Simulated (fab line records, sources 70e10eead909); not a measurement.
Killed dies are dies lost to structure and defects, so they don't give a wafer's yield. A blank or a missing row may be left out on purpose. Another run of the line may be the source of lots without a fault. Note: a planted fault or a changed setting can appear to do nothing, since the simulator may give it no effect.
Struck lot and sound lot, side by side    flow nand_harc    14 steps out of a route of 1159
Sound: wafers L749.2, L749.4, L749.6. Struck: wafer L759.6. (L759.2, L759.5 of the same lot were not struck and are left out.) The cause comes at the end.
For every step that has rows: the tool of each side, followed by ch and its chambers, followed by its first start. Under that, the readings that differ: sound wafers    struck wafers    difference of the means    sigmas: that difference in standard deviations of wafers without a fault.
alike: words and numbers the same on both sides, and readings whose means are apart by under 2 such deviations; not compared: readings that were withheld, readings missing a value for some wafer, numbers with overlapping values and no deviation given by the record, and bounds like >300 which may hide the same value.
The two part at a step that has a row with sigmas, a row that says differs or no value, or rows on one side only. When numbers do not overlap yet have no deviation, they are printed without sigmas and do not part them. A reading that every wafer of one side lacks parts them only if that side has two wafers or more.

first, 4 steps without rows for these wafers: NHARC_A_STAIRCASE_EXPOSE_214 (exposes mask STAIR 3); NHARC_A_STAIRCASE_PEB_215 (peb time 130 s); NHARC_A_STAIRCASE_DEVELOP_216 (time 140 s); NHARC_A_STAIRCASE_HARDBAKE_218 (time 140 s).
NHARC_A_STAIRCASE_DESCUM_219: chemistry O2, time 3 s.
  sound on rie_diel-10 ch 0,3, day 13 06:38; struck on rie_diel-10 ch 3, day 15 04:43
  alike: drypump_motor_current_A, oes_product_au, rf_vpp_V, showerhead_plenum_p_Torr, throttle_valve_pct
  not compared: rf_hours_counter_h
NHARC_A_STAIRCASE_TRIM_220: chemistry O2, time 211.2 s.
  sound on rie_diel-10 ch 0,3, day 13 06:49; struck on rie_diel-10 ch 0, day 15 04:49
  alike: drypump_motor_current_A, oes_product_au, rf_vpp_V, run_length_s, showerhead_plenum_p_Torr, throttle_valve_pct
  not compared: rf_hours_counter_h
NHARC_A_STAIRCASE_ETCH_221: etches the open film in C4F8/O2, target depth 100 nm, time 40.5 s.
  sound on rie_diel-10 ch 1,2; struck on rie_diel-10 ch 3
  alike: oes_product_au, rf_vpp_V
  not compared: rf_hours_counter_h
then, 3 steps without rows for these wafers: NHARC_A_STAIRCASE_TRIM_222 (chemistry O2, time 211.2 s); NHARC_A_STAIRCASE_ETCH_223 (etches the open film in C4F8/O2, target depth 100 nm, time 40.5 s); NHARC_A_STAIRCASE_TRIM_224 (chemistry O2, time 211.2 s).
NHARC_A_STAIRCASE_ETCH_225: etches the open film in C4F8/O2, target depth 100 nm, time 40.5 s.
  sound on rie_diel-10 ch 1,2; struck on rie_diel-10 ch 3
  alike: oes_product_au, rf_vpp_V
  not compared: rf_hours_counter_h
NHARC_A_STAIRCASE_TRIM_226: chemistry O2, time 211.2 s.
  sound on rie_diel-10 ch 0,1,2, day 13 07:32; struck on rie_diel-10 ch 2, day 15 05:50
reading           sound              struck  difference  sigmas
run_length_s (s)  232.8 232.1 231.5  165.7   -66.4       -99 or more
  alike: drypump_motor_current_A, oes_product_au, rf_vpp_V, showerhead_plenum_p_Torr, throttle_valve_pct
  not compared: rf_hours_counter_h
NHARC_A_STAIRCASE_ETCH_227: etches the open film in C4F8/O2, target depth 100 nm, time 40.5 s.
  sound on rie_diel-10 ch 2,3; struck on rie_diel-10 ch 2
  alike: oes_product_au, rf_vpp_V
  not compared: rf_hours_counter_h
-- the record jumps here: 9 days lie between the struck wafers' starts before and after (it left off in module A_STAIRCASE and takes up again in module END, whose first step shown is number 1159 of the route) --
NHARC_END_SORT_01:
  sound on prober-02 ch 0, day 21 23:23; struck on prober-01 ch 0, day 24 02:50
reading          sound     struck  difference  sigmas
killed_at_array  33 44 39  16      -23         -2
  alike: killed_at_other, killed_at_periphery, killed_dies, killed_open, killed_short

WHERE THEY PART
Earliest at NHARC_A_STAIRCASE_TRIM_226; latest, in this record, at NHARC_END_SORT_01.

WHY: what had been put in by the simulator
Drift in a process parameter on rie_diel-10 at NHARC_A_STAIRCASE_TRIM_226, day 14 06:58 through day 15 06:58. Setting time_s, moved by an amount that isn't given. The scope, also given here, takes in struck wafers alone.
